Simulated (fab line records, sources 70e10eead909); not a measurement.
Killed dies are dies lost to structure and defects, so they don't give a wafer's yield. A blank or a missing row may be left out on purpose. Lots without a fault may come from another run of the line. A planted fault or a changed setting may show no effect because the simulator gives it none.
Chamber matching | flow nand_harc | NHARC_A_BONDPAD_DESCUM_11 on rie_diel-05: 4 sister chambers
The step chemistry O2, time 3 s. 18 wafers are shown with their chamber, then 9 later ones without.

WAFERS WITH THEIR CHAMBER
wafer  | chamber | drypump_motor_current_A (A) | rf_vpp_V (V) | oes_product_au (a.u.)
L750.1 | 0       | 5.8                         | 58.9         | 1.000
L750.3 | 3       | 5.8                         | 57.7         | 0.990
L750.6 | 2       | 5.3                         | 57.5         | 0.997
L751.2 | 1       | 6.1                         | 57.9         | 1.001
L751.4 | 3       | 5.8                         | 56.3         | 0.993
L751.6 | 0       | 5.8                         | 59.7         | 1.015
L755.2 | 3       | 5.8                         | 56.3         | 1.002
L755.5 | 3       | 5.8                         | 56.5         | 0.997
L755.6 | 2       | 5.3                         | 57.0         | 1.008
L756.1 | 3       | 5.8                         | 57.3         | 0.998
L756.4 | 1       | 6.2                         | 57.6         | 1.004
L756.6 | 3       | 5.8                         | 57.3         | 0.999
L760.1 | 0       | 5.8                         | 58.9         | 0.992
L760.3 | 2       | 5.3                         | 58.6         | 1.008
L760.6 | 2       | 5.3                         | 57.7         | 1.008
L758.1 | 3       | 5.8                         | 57.4         | 0.998
L758.2 | 0       | 5.8                         | 58.9         | 0.999
L758.3 | 2       | 5.3                         | 57.5         | 1.007

SIGNATURES (means of the wafers above)
reading                 | chamber 0 | chamber 1 | chamber 2 | chamber 3 | scatter within a chamber
drypump_motor_current_A | 5.800     | 6.150     | 5.300     | 5.800     | 0.0189
rf_vpp_V                | 59.100    | 57.750    | 57.660    | 56.971    | 0.531
oes_product_au          | 1.00150   | 1.00250   | 1.00560   | 0.99671   | 0.00582
Rule: a wafer's distance from a chamber is the root of the sum, over the readings, of the square of ((its reading less the chamber's mean) divided by the reading's scatter). The wafer belongs to the nearest chamber; if the next one is less than 2 further off, it can't be placed. The scatter: the root of (the sum of the squares of (reading less its chamber's mean) over the shown wafers, divided by (wafers less chambers)).

WAFERS WITHOUT THEIR CHAMBER
wafer  | drypump_motor_current_A (A) | rf_vpp_V (V) | oes_product_au (a.u.)
L761.1 | 5.3                         | 56.9         | 1.007
L761.4 | 6.2                         | 58.1         | 1.019
L761.6 | 5.3                         | 56.3         | 1.006
L771.1 | 6.2                         | 60.0         | 0.999
L771.5 | 5.3                         | 58.8         | 0.994
L771.6 | 6.2                         | 58.1         | 0.991
L770.1 | 5.8                         | 57.9         | 0.997
L770.2 | 5.9                         | 58.5         | 0.988
L770.3 | 6.2                         | 57.4         | 1.016

WHICH CHAMBER EACH WENT THROUGH
wafer  | from the rows above     | in truth
L761.1 | 2                       | 2
L761.4 | 1                       | 1
L761.6 | 2                       | 2
L771.1 | 1                       | 1
L771.5 | 2                       | 2
L771.6 | 1                       | 1
L770.1 | can't be placed: 3 or 0 | 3
L770.2 | can't be placed: 0 or 3 | 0
L770.3 | 1                       | 1
Placed correctly: 7 of 9. Can't be placed from these rows: 2 (the true chamber is among the candidates in 2). Placed wrongly: 0.
